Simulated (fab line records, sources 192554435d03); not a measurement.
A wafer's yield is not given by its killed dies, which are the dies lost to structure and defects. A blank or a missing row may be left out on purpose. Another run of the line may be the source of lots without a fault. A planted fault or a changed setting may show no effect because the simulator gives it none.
The tool behind it: which one? || flow n5-finfet || 11 lots, 33 wafers sampled, at 5 steps of a route of 1938

== WHAT THE GAUGES SHOWED, per wafer ==
N5_BEOL_M2_RS_MEAS_58: uses a four-point probe to measure. Usual: M2_RS typically reads 0.671 ohm/sq, with standard deviation 0.028.
{"lot": "L253", "measured": "day 7 04:14", "on": "film-metro-02", "M2_RS (ohm/sq)": "0.628 0.649 0.675", "flag": ""}
{"lot": "L255", "measured": "day 7 11:11", "on": "film-metro-02", "M2_RS (ohm/sq)": "0.675 0.677 0.642", "flag": ""}
{"lot": "L258", "measured": "day 8 04:22", "on": "film-metro-02", "M2_RS (ohm/sq)": "0.680 0.693 0.670", "flag": ""}
{"lot": "L259", "measured": "day 8 12:27", "on": "film-metro-01", "M2_RS (ohm/sq)": "0.722 0.709 0.678", "flag": ""}
{"lot": "L262", "measured": "day 9 03:40", "on": "film-metro-02", "M2_RS (ohm/sq)": "0.760 0.686 0.729", "flag": ""}
{"lot": "L263", "measured": "day 9 14:31", "on": "film-metro-01", "M2_RS (ohm/sq)": "0.668 0.718 0.691", "flag": ""}
{"lot": "L271", "measured": "day 11 14:05", "on": "film-metro-01", "M2_RS (ohm/sq)": "0.633 0.677 0.667", "flag": ""}
{"lot": "L272", "measured": "day 11 16:31", "on": "film-metro-02", "M2_RS (ohm/sq)": "0.638 0.673 0.675", "flag": ""}
{"lot": "L274", "measured": "day 12 08:58", "on": "film-metro-01", "M2_RS (ohm/sq)": "0.689 0.647 0.671", "flag": ""}
{"lot": "L275", "measured": "day 12 10:58", "on": "film-metro-02", "M2_RS (ohm/sq)": "0.687 0.702 0.657", "flag": ""}
{"lot": "L276", "measured": "day 13 02:22", "on": "film-metro-02", "M2_RS (ohm/sq)": "0.710 0.665 0.623", "flag": ""}

N5_BEOL_M4_RC_MEAS_101. Usual: DIBL_N 36.2 mV/V, standard deviation 1.5; DIBL_P 36.2 mV/V, standard deviation 1.7; IOFF_N 0.155 nA/um, standard deviation 0.021; IOFF_P 0.216 nA/um, standard deviation 0.026; ION_N 674 uA/um, standard deviation 11; ION_P 464 uA/um, standard deviation 6.8; SS_N 71.5 mV/dec, standard deviation 0.56; SS_P 73.3 mV/dec, standard deviation 0.6; VT_N 250.2 mV, standard deviation 2.6; VT_P -249.3 mV, standard deviation 2.5.
{"lot": "L253", "measured": "day 8 08:34", "on": "prober-01", "DIBL_N (mV/V)": "33.3 35.6 36.5", "DIBL_P (mV/V)": "33.5 36.3 36.6", "IOFF_N (nA/um)": "0.137 0.173 0.191", "IOFF_P (nA/um)": "0.185 0.222 0.233", "ION_N (uA/um)": "679 691 693", "ION_P (uA/um)": "470 471 477", "SS_N (mV/dec)": "70.5 71.4 72.2", "SS_P (mV/dec)": "73.2 73.4 73.1", "VT_N (mV)": "251.1 247.4 246.9", "VT_P (mV)": "-248.6 -246.7 -245.7", "flag": ""}
{"lot": "L255", "measured": "day 8 10:38", "on": "prober-01", "DIBL_N (mV/V)": "36.1 33.8 35.9", "DIBL_P (mV/V)": "36.1 33.9 36.0", "IOFF_N (nA/um)": "0.164 0.140 0.167", "IOFF_P (nA/um)": "0.235 0.190 0.228", "ION_N (uA/um)": "669 677 660", "ION_P (uA/um)": "464 470 462", "SS_N (mV/dec)": "71.8 71.4 72.2", "SS_P (mV/dec)": "73.6 72.2 74.4", "VT_N (mV)": "247.7 251.1 247.7", "VT_P (mV)": "-247.4 -251.2 -248.1", "flag": ""}
{"lot": "L258", "measured": "day 9 03:25", "on": "prober-02", "DIBL_N (mV/V)": "36.6 35.7 36.9", "DIBL_P (mV/V)": "37.6 35.8 37.4", "IOFF_N (nA/um)": "0.171 0.152 0.170", "IOFF_P (nA/um)": "0.210 0.195 0.208", "ION_N (uA/um)": "688 660 671", "ION_P (uA/um)": "463 457 458", "SS_N (mV/dec)": "71.6 71.5 71.8", "SS_P (mV/dec)": "73.2 73.6 73.9", "VT_N (mV)": "250.8 254.5 248.4", "VT_P (mV)": "-253.2 -252.2 -254.2", "flag": ""}
{"lot": "L259", "measured": "day 9 08:15", "on": "prober-01", "DIBL_N (mV/V)": "37.2 37.3 36.8", "DIBL_P (mV/V)": "38.9 39.0 38.0", "IOFF_N (nA/um)": "0.174 0.169 0.164", "IOFF_P (nA/um)": "0.232 0.236 0.217", "ION_N (uA/um)": "686 686 679", "ION_P (uA/um)": "470 474 458", "SS_N (mV/dec)": "71.9 71.9 71.8", "SS_P (mV/dec)": "74.4 74.0 73.7", "VT_N (mV)": "248.2 248.1 249.1", "VT_P (mV)": "-249.4 -250.4 -251.1", "flag": ""}
{"lot": "L262", "measured": "day 10 01:16", "on": "prober-01", "DIBL_N (mV/V)": "33.5 33.4 34.9", "DIBL_P (mV/V)": "34.8 33.9 35.8", "IOFF_N (nA/um)": "0.125 0.124 0.144", "IOFF_P (nA/um)": "0.189 0.173 0.193", "ION_N (uA/um)": "662 663 662", "ION_P (uA/um)": "458 461 450", "SS_N (mV/dec)": "71.1 71.0 70.9", "SS_P (mV/dec)": "72.1 72.5 72.3", "VT_N (mV)": "253.4 252.7 252.0", "VT_P (mV)": "-251.0 -254.0 -252.1", "flag": ""}
{"lot": "L263", "measured": "day 10 12:46", "on": "prober-01", "DIBL_N (mV/V)": "36.2 36.6 36.1", "DIBL_P (mV/V)": "35.7 35.4 35.1", "IOFF_N (nA/um)": "0.160 0.160 0.150", "IOFF_P (nA/um)": "0.229 0.233 0.229", "ION_N (uA/um)": "659 665 661", "ION_P (uA/um)": "450 464 458", "SS_N (mV/dec)": "72.8 71.9 71.8", "SS_P (mV/dec)": "72.8 73.5 73.0", "VT_N (mV)": "250.3 251.0 251.0", "VT_P (mV)": "-247.6 -246.4 -246.5", "flag": ""}
{"lot": "L271", "measured": "day 12 11:24", "on": "prober-02", "DIBL_N (mV/V)": "35.6 33.3 33.7", "DIBL_P (mV/V)": "35.1 32.7 32.5", "IOFF_N (nA/um)": "0.142 0.114 0.117", "IOFF_P (nA/um)": "0.207 0.181 0.172", "ION_N (uA/um)": "659 660 648", "ION_P (uA/um)": "455 466 452", "SS_N (mV/dec)": "71.8 70.9 70.8", "SS_P (mV/dec)": "73.5 72.4 73.6", "VT_N (mV)": "252.9 251.8 254.7", "VT_P (mV)": "-249.4 -251.1 -251.4", "flag": ""}
{"lot": "L272", "measured": "day 12 23:12", "on": "prober-01", "DIBL_N (mV/V)": "36.0 36.7 34.5", "DIBL_P (mV/V)": "35.6 35.8 33.8", "IOFF_N (nA/um)": "0.143 0.140 0.109", "IOFF_P (nA/um)": "0.190 0.191 0.170", "ION_N (uA/um)": "676 659 665", "ION_P (uA/um)": "461 459 461", "SS_N (mV/dec)": "70.2 70.9 69.9", "SS_P (mV/dec)": "73.1 72.4 72.4", "VT_N (mV)": "248.3 250.8 254.4", "VT_P (mV)": "-249.5 -251.7 -251.5", "flag": ""}
{"lot": "L274", "measured": "day 13 15:43", "on": "prober-01", "DIBL_N (mV/V)": "38.5 37.8 38.0", "DIBL_P (mV/V)": "37.4 36.8 36.3", "IOFF_N (nA/um)": "0.169 0.157 0.160", "IOFF_P (nA/um)": "0.240 0.241 0.234", "ION_N (uA/um)": "682 660 666", "ION_P (uA/um)": "472 463 460", "SS_N (mV/dec)": "71.6 72.0 71.7", "SS_P (mV/dec)": "74.0 74.0 73.9", "VT_N (mV)": "249.8 250.4 249.1", "VT_P (mV)": "-248.0 -248.8 -248.1", "flag": ""}
{"lot": "L275", "measured": "day 13 21:12", "on": "prober-01", "DIBL_N (mV/V)": "35.9 35.2 35.2", "DIBL_P (mV/V)": "35.9 35.6 35.6", "IOFF_N (nA/um)": "0.162 0.155 0.155", "IOFF_P (nA/um)": "0.202 0.196 0.192", "ION_N (uA/um)": "665 680 687", "ION_P (uA/um)": "453 465 464", "SS_N (mV/dec)": "71.4 71.6 70.9", "SS_P (mV/dec)": "73.7 74.0 74.0", "VT_N (mV)": "252.5 249.2 250.3", "VT_P (mV)": "-249.9 -249.9 -248.8", "flag": ""}
{"lot": "L276", "measured": "day 13 22:56", "on": "prober-02", "DIBL_N (mV/V)": "36.5 36.8 36.4", "DIBL_P (mV/V)": "37.6 37.6 38.0", "IOFF_N (nA/um)": "0.158 0.148 0.161", "IOFF_P (nA/um)": "0.223 0.227 0.230", "ION_N (uA/um)": "681 655 679", "ION_P (uA/um)": "473 462 478", "SS_N (mV/dec)": "71.0 71.7 71.5", "SS_P (mV/dec)": "73.7 73.4 73.2", "VT_N (mV)": "249.6 254.4 250.5", "VT_P (mV)": "-246.7 -250.3 -249.6", "flag": ""}

== EACH LOT AND THE TOOL THAT RAN IT (in order: tool; ch and the chambers of the sampled wafers; start) ==
{"lot": "L253", "N5_BEOL_M2_ANNEAL_93": "pvd-sputter-03, day 7 02:49", "N5_BEOL_M2_PRE_CLEAN_60": "cvd-co-02 ch 0,1, day 7 04:00", "N5_BEOL_M3_COAT_05": "litho-track-04 ch 0, day 7 04:55"}
{"lot": "L255", "N5_BEOL_M2_ANNEAL_93": "pvd-sputter-01, day 7 09:29", "N5_BEOL_M2_PRE_CLEAN_60": "cvd-co-01 ch 0,2, day 7 10:56", "N5_BEOL_M3_COAT_05": "litho-track-02 ch 0, day 7 11:52"}
{"lot": "L258", "N5_BEOL_M2_ANNEAL_93": "pvd-sputter-01, day 8 02:54", "N5_BEOL_M2_PRE_CLEAN_60": "cvd-co-01 ch 0,2, day 8 04:05", "N5_BEOL_M3_COAT_05": "litho-track-02 ch 0, day 8 05:16"}
{"lot": "L259", "N5_BEOL_M2_ANNEAL_93": "pvd-sputter-01, day 8 10:21", "N5_BEOL_M2_PRE_CLEAN_60": "cvd-co-02 ch 0,1, day 8 12:12", "N5_BEOL_M3_COAT_05": "litho-track-02 ch 0, day 8 13:54"}
{"lot": "L262", "N5_BEOL_M2_ANNEAL_93": "pvd-sputter-01, day 9 01:55", "N5_BEOL_M2_PRE_CLEAN_60": "cvd-co-02 ch 0,1, day 9 03:25", "N5_BEOL_M3_COAT_05": "litho-track-02 ch 0, day 9 04:25"}
{"lot": "L263", "N5_BEOL_M2_ANNEAL_93": "pvd-sputter-02, day 9 12:59", "N5_BEOL_M2_PRE_CLEAN_60": "cvd-co-01 ch 0,1, day 9 14:17", "N5_BEOL_M3_COAT_05": "litho-track-04 ch 0, day 9 16:57"}
{"lot": "L271", "N5_BEOL_M2_ANNEAL_93": "pvd-sputter-03, day 11 12:34", "N5_BEOL_M2_PRE_CLEAN_60": "cvd-co-02 ch 0,2, day 11 13:52", "N5_BEOL_M3_COAT_05": "litho-track-02 ch 0, day 11 17:16"}
{"lot": "L272", "N5_BEOL_M2_ANNEAL_93": "pvd-sputter-02, day 11 15:07", "N5_BEOL_M2_PRE_CLEAN_60": "cvd-co-02 ch 0,1, day 11 16:17", "N5_BEOL_M3_COAT_05": "litho-track-02 ch 0, day 11 17:40"}
{"lot": "L274", "N5_BEOL_M2_ANNEAL_93": "pvd-sputter-03, day 12 07:13", "N5_BEOL_M2_PRE_CLEAN_60": "cvd-co-01 ch 0,2, day 12 08:45", "N5_BEOL_M3_COAT_05": "litho-track-04 ch 0, day 12 11:05"}
{"lot": "L275", "N5_BEOL_M2_ANNEAL_93": "pvd-sputter-01, day 12 09:11", "N5_BEOL_M2_PRE_CLEAN_60": "cvd-co-02 ch 0,1, day 12 10:44", "N5_BEOL_M3_COAT_05": "litho-track-03 ch 0, day 12 11:45"}
{"lot": "L276", "N5_BEOL_M2_ANNEAL_93": "pvd-sputter-01, day 13 00:53", "N5_BEOL_M2_PRE_CLEAN_60": "cvd-co-01 ch 0,1,2, day 13 02:10", "N5_BEOL_M3_COAT_05": "litho-track-04 ch 0, day 13 04:20"}
- N5_BEOL_M2_ANNEAL_93: time 240 s.
- N5_BEOL_M2_PRE_CLEAN_60: time 15 s.
- N5_BEOL_M3_COAT_05: resist thk 30 nm.

== WHAT THE TOOLS THEMSELVES READ (means of the sampled wafers that have a number; where no wafer has one, the mark that the record gives instead) ==
N5_BEOL_M2_ANNEAL_93. Usual: heater-power-w 909 W, standard deviation 83; susceptor_temp_C_max 401.0, standard deviation 0.46.
{"lot": "L253", "tool": "pvd-sputter-03", "heater-power-w (W)": 869, "susceptor_temp_C_max": 400.7, "flag": ""}
{"lot": "L255", "tool": "pvd-sputter-01", "heater-power-w (W)": 842, "susceptor_temp_C_max": 400.9, "flag": ""}
{"lot": "L258", "tool": "pvd-sputter-01", "heater-power-w (W)": 913, "susceptor_temp_C_max": 401.4, "flag": ""}
{"lot": "L259", "tool": "pvd-sputter-01", "heater-power-w (W)": 865, "susceptor_temp_C_max": 400.7, "flag": ""}
{"lot": "L262", "tool": "pvd-sputter-01", "heater-power-w (W)": 901, "susceptor_temp_C_max": 401.1, "flag": ""}
{"lot": "L263", "tool": "pvd-sputter-02", "heater-power-w (W)": 992, "susceptor_temp_C_max": 400.9, "flag": ""}
{"lot": "L271", "tool": "pvd-sputter-03", "heater-power-w (W)": 864, "susceptor_temp_C_max": 400.8, "flag": ""}
{"lot": "L272", "tool": "pvd-sputter-02", "heater-power-w (W)": 965, "susceptor_temp_C_max": 401.1, "flag": ""}
{"lot": "L274", "tool": "pvd-sputter-03", "heater-power-w (W)": 829, "susceptor_temp_C_max": 400.8, "flag": ""}
{"lot": "L275", "tool": "pvd-sputter-01", "heater-power-w (W)": 938, "susceptor_temp_C_max": 400.9, "flag": ""}
{"lot": "L276", "tool": "pvd-sputter-01", "heater-power-w (W)": 950, "susceptor_temp_C_max": 401.8, "flag": ""}

N5_BEOL_M2_PRE_CLEAN_60. Usual: heater-power-w at 74 W, with a standard deviation of 20.
{"lot": "L253", "tool": "cvd-co-02", "heater-power-w (W)": 70, "flag": ""}
{"lot": "L255", "tool": "cvd-co-01", "heater-power-w (W)": 81, "flag": ""}
{"lot": "L258", "tool": "cvd-co-01", "heater-power-w (W)": 80, "flag": ""}
{"lot": "L259", "tool": "cvd-co-02", "heater-power-w (W)": 72, "flag": ""}
{"lot": "L262", "tool": "cvd-co-02", "heater-power-w (W)": 64, "flag": ""}
{"lot": "L263", "tool": "cvd-co-01", "heater-power-w (W)": 52, "flag": ""}
{"lot": "L271", "tool": "cvd-co-02", "heater-power-w (W)": 90, "flag": ""}
{"lot": "L272", "tool": "cvd-co-02", "heater-power-w (W)": 72, "flag": ""}
{"lot": "L274", "tool": "cvd-co-01", "heater-power-w (W)": 61, "flag": ""}
{"lot": "L275", "tool": "cvd-co-02", "heater-power-w (W)": 72, "flag": ""}
{"lot": "L276", "tool": "cvd-co-01", "heater-power-w (W)": 72, "flag": ""}

N5_BEOL_M3_COAT_05. Usual: exhaust-pa 45.3 Pa, standard deviation 0.88; spin-speed-rpm 1499.9 rpm, standard deviation 0.84.
{"lot": "L253", "tool": "litho-track-04", "exhaust-pa (Pa)": 44.9, "spin-speed-rpm (rpm)": 1499.2, "flag": ""}
{"lot": "L255", "tool": "litho-track-02", "exhaust-pa (Pa)": 45.1, "spin-speed-rpm (rpm)": 1500.3, "flag": ""}
{"lot": "L258", "tool": "litho-track-02", "exhaust-pa (Pa)": 44.9, "spin-speed-rpm (rpm)": 1500.5, "flag": ""}
{"lot": "L259", "tool": "litho-track-02", "exhaust-pa (Pa)": 44.3, "spin-speed-rpm (rpm)": 1500.0, "flag": ""}
{"lot": "L262", "tool": "litho-track-02", "exhaust-pa (Pa)": 45.9, "spin-speed-rpm (rpm)": 1501.1, "flag": ""}
{"lot": "L263", "tool": "litho-track-04", "exhaust-pa (Pa)": 46.3, "spin-speed-rpm (rpm)": 1499.5, "flag": ""}
{"lot": "L271", "tool": "litho-track-02", "exhaust-pa (Pa)": 44.9, "spin-speed-rpm (rpm)": 1436.2, "flag": "OFF"}
{"lot": "L272", "tool": "litho-track-02", "exhaust-pa (Pa)": 45.2, "spin-speed-rpm (rpm)": 1437.3, "flag": "OFF"}
{"lot": "L274", "tool": "litho-track-04", "exhaust-pa (Pa)": 44.9, "spin-speed-rpm (rpm)": 1500.3, "flag": ""}
{"lot": "L275", "tool": "litho-track-03", "exhaust-pa (Pa)": 45.3, "spin-speed-rpm (rpm)": 1500.4, "flag": ""}
{"lot": "L276", "tool": "litho-track-04", "exhaust-pa (Pa)": 44.6, "spin-speed-rpm (rpm)": 1500.0, "flag": ""}

== THE ANSWER, worked out from the rows above alone ==
Rule: a lot is off if the mean of its wafers that have a number lies more than 3 standard deviations from the usual mean. A lot without any number at a reading at which 4 lots or more have one is off too. All remaining lots with rows at the step are treated as sound. Order of review: gauges by route order, followed by the tools' own readings, for which a lot's mean as printed above is used. At the first step where some lot is off, the reading lying furthest off is the one used; lots without a number count as furthest.
Off, at N5_BEOL_M3_COAT_05 on spin-speed-rpm: L271, L272.
A tool fits if, at that step or a process step before it, it ran every lot that is off, and no sound lot after the first of them. One fits: N5_BEOL_M3_COAT_05 on litho-track-02. A fault onset in the window from L262 (day 9 04:25, its last sound lot) to L271 (day 11 17:16, its first lot off) fits.
On the lots that are off, the tool's own readings at N5_BEOL_M3_COAT_05 differ by more than 5 times the standard deviation of the sound lots' means, which bears it out; spin-speed-rpm reads 1436.8 rpm there versus 1500.1 rpm on the sound lots.

== WHAT THE SIMULATOR HAD PUT IN ==
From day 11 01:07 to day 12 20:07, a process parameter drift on litho-track-02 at N5_BEOL_M3_COAT_05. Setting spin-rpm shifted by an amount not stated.
Struck lots among those shown: L271, L272. Same finding as the rule above.
